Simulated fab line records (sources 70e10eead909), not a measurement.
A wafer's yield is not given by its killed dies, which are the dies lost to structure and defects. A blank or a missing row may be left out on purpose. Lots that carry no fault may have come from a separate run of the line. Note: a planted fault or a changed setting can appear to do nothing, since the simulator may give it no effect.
A single fault, viewed from 2 desks / flow nand_harc / what lay behind the numbers comes last; until then each desk has only its own

AT THE METROLOGY DESK
Means of the sampled wafers that have a number, per lot and without regard to the tool the lot ran on: this is what the gauges read. Marked OUT: a lot whose mean sits more than 4 standard deviations from the usual mean, which makes it out of limits; the brackets give that distance.
Columns: A = thk_nm at NHARC_P_BONDPAD_THK_MEAS_33, usual 200.5 nm; B = thk_nm at NHARC_P_BONDPAD_THK_MEAS_20, usual 161.0 nm
lot=L945; first seen here=day 6 20:25; A=200.8; B=159.9
lot=L946; first seen here=day 7 01:41; A=201.1; B=160.2
lot=L947; first seen here=day 7 02:35; A=201.2; B=159.3
lot=L949; first seen here=day 7 10:22; A=200.7; B=160.9
lot=L951; first seen here=day 8 01:26; A=201.1; B=160.1
lot=L958; first seen here=day 9 19:58; A=200.9; B=160.8
lot=L959; first seen here=day 10 09:46; A=200.7; B=160.7
lot=L960; first seen here=day 10 16:37; A=199.5; B=162.3
lot=L963; first seen here=day 10 19:08; A=200.4; B=160.0
lot=L964; first seen here=day 11 16:30; A=199.3; B=161.1
lot=L965; first seen here=day 11 16:41; A=202.2; B=159.3
lot=L967; first seen here=day 12 02:43; A=198.8; B=160.1
This desk's finding: nothing out of limits on any of the 12 lots.

TOOL OWNER'S DESK, pvd_sputter-02
The tool's own readings at NHARC_P_BONDPAD_PVD_17 (deposits TaN, target thk 5 nm, time 8.06 s): means of the sampled wafers that have a number, for each lot that ran on this tool. Marked OUT: a lot whose mean sits more than 4 standard deviations from the usual mean, which makes it out of limits; the brackets give that distance.
Columns: A = throttle_valve_pct at NHARC_P_BONDPAD_PVD_17, usual 30.3 %
lot=L945; first seen here=day 6 22:19; A=30.6
lot=L946; first seen here=day 7 03:25; A=30.5
lot=L949; first seen here=day 7 12:16; A=31.1
lot=L951; first seen here=day 8 03:10; A=30.8
lot=L960; first seen here=day 10 18:28; A=31.2
lot=L963; first seen here=day 10 21:03; A=31.0
lot=L967; first seen here=day 12 04:31; A=30.8
This desk's finding: nothing out of limits on any of the 7 lots.

BROUGHT TOGETHER
At the metrology desk, nothing out of limits was observed.
The desk of the tool owner found nothing out of limits.

WHAT HAD BEEN PUT IN BY THE SIMULATOR
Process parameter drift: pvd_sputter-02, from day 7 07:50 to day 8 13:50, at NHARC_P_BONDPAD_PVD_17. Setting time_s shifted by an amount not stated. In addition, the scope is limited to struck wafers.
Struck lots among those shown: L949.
